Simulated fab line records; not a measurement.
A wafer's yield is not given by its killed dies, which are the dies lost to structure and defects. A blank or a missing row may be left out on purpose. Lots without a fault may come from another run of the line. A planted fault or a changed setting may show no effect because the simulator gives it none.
Chamber matching | flow n5 finfet | N5_MOL_CONTACT_COAG_ETCH_90 on rie diel-06: 4 sister chambers
The step etches SiARC in CF4, target depth 13 nm, time 21.7 s. 14 wafers are shown with their chamber, then 7 later ones without.

== WAFERS WITH THEIR CHAMBER ==
wafer  | chamber | drypump motor current A (A) | showerhead plenum p Torr (Torr) | throttle valve pct (%)
L074.3 | 3       | 6.5                         | 2.07                            | 15.25
L074.5 | 2       | 5.4                         | 2.03                            | 15.64
L074.6 | 1       | 6.0                         | 2.11                            | 15.94
L079.1 | 3       | 6.5                         | 2.07                            | 15.29
L079.2 | 1       | 6.0                         | 2.11                            | 15.95
L079.3 | 2       | 5.4                         | 2.03                            | 15.65
L082.3 | 0       | 6.6                         | 2.13                            | 16.03
L082.4 | 1       | 6.0                         | 2.11                            | 15.97
L082.6 | 2       | 5.4                         | 2.03                            | 15.68
L084.2 | 2       | 5.4                         | 2.03                            | 15.68
L084.3 | 0       | 6.6                         | 2.13                            | 16.03
L084.4 | 1       | 6.0                         | 2.11                            | 15.97
L085.1 | 2       | 5.5                         | 2.02                            | 15.68
L085.2 | 0       | 6.6                         | 2.13                            | 16.03

SIGNATURES, as means of the wafers listed above
reading                  | chamber 0 | chamber 1 | chamber 2 | chamber 3 | scatter within a chamber
drypump motor current A  | 6.600     | 6.000     | 5.420     | 6.500     | 0.0283
showerhead plenum p Torr | 2.1300    | 2.1100    | 2.0280    | 2.0700    | 0.00283
throttle valve pct       | 16.0300   | 15.9575   | 15.6660   | 15.2700   | 0.0173
Rule: distance of a wafer from a chamber = root of the sum over the readings of ((wafer's reading minus chamber's mean) / reading's scatter) squared. If the next closest chamber is less than 2 further off than the closest, the wafer can't be placed; otherwise it belongs to the closest. How the scatter is found: for the shown wafers, subtract from each reading the mean of its chamber, square and add these, divide the total by (wafers less chambers), then take the root.

== WAFERS WITH NO CHAMBER GIVEN ==
wafer  | drypump motor current A (A) | showerhead plenum p Torr (Torr) | throttle valve pct (%)
L085.5 | 6.6                         | 2.13                            | 16.02
L090.3 | 5.5                         | 2.02                            | 15.71
L090.4 | 5.5                         | 2.02                            | 15.69
L090.6 | 6.5                         | 2.06                            | 15.32
L093.1 | 5.4                         | 2.02                            | 15.73
L093.4 | 6.4                         | 2.06                            | 15.35
L093.6 | 5.5                         | 2.02                            | 15.73

== CHAMBER TAKEN BY EACH ==
wafer  | from the rows above | in truth
L085.5 | 0                   | 0
L090.3 | 2                   | 2
L090.4 | 2                   | 2
L090.6 | 3                   | 3
L093.1 | 2                   | 2
L093.4 | 3                   | 3
L093.6 | 2                   | 2
Correct placement for 7 of the 7. Left unplaced by these rows: 0. Placed wrongly: 0.
